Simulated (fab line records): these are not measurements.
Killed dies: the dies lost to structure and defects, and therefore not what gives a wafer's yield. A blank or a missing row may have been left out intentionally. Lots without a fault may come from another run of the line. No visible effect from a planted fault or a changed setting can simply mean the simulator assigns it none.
Matching of chambers || flow n5_finfet || 4 sister chambers for N5_BEOL_M7_DESCUM_16 on rie_diel-03
The step chemistry O2, time 7.9 s. 4 wafers are shown with their chamber, then 8 later ones without.

== WAFERS, EACH WITH ITS CHAMBER ==
{"wafer": "L087.2", "chamber": 0, "throttle_valve_pct (%)": 20.09}
{"wafer": "L087.5", "chamber": 3, "throttle_valve_pct (%)": 20.67}
{"wafer": "L090.5", "chamber": 1, "throttle_valve_pct (%)": 20.81}
{"wafer": "L092.1", "chamber": 2, "throttle_valve_pct (%)": 20.30}

== WAFERS WITHOUT THEIR CHAMBER ==
{"wafer": "L092.2", "throttle_valve_pct (%)": 20.80}
{"wafer": "L092.4", "throttle_valve_pct (%)": 20.09}
{"wafer": "L094.2", "throttle_valve_pct (%)": 20.68}
{"wafer": "L094.5", "throttle_valve_pct (%)": 20.68}
{"wafer": "L094.6", "throttle_valve_pct (%)": 20.10}
{"wafer": "L095.1", "throttle_valve_pct (%)": 20.29}
{"wafer": "L095.2", "throttle_valve_pct (%)": 20.81}
{"wafer": "L095.4", "throttle_valve_pct (%)": 20.71}

== WHICH CHAMBER EACH WENT THROUGH ==
{"wafer": "L092.2", "from the rows above": 1, "in truth": 1}
{"wafer": "L092.4", "from the rows above": 0, "in truth": 0}
{"wafer": "L094.2", "from the rows above": 3, "in truth": 3}
{"wafer": "L094.5", "from the rows above": 3, "in truth": 3}
{"wafer": "L094.6", "from the rows above": 0, "in truth": 0}
{"wafer": "L095.1", "from the rows above": 2, "in truth": 2}
{"wafer": "L095.2", "from the rows above": 1, "in truth": 1}
{"wafer": "L095.4", "from the rows above": 3, "in truth": 3}
Placed correctly: 8 of 8. Left unplaced by these rows: 0. 0 placed wrongly.
How it was worked out, from the rows above alone: a wafer's distance from a chamber is the root of the sum, over the readings, of the square of ((its reading less the chamber's mean) divided by the reading's scatter). If the next closest chamber is less than 2 further off than the closest, the wafer can't be placed; otherwise it belongs to the closest. A chamber's mean is the mean of its shown wafers. The scatter (one wafer shown for each chamber): square how far every hidden wafer sits from the nearest shown wafer, average those squares and take the square root.
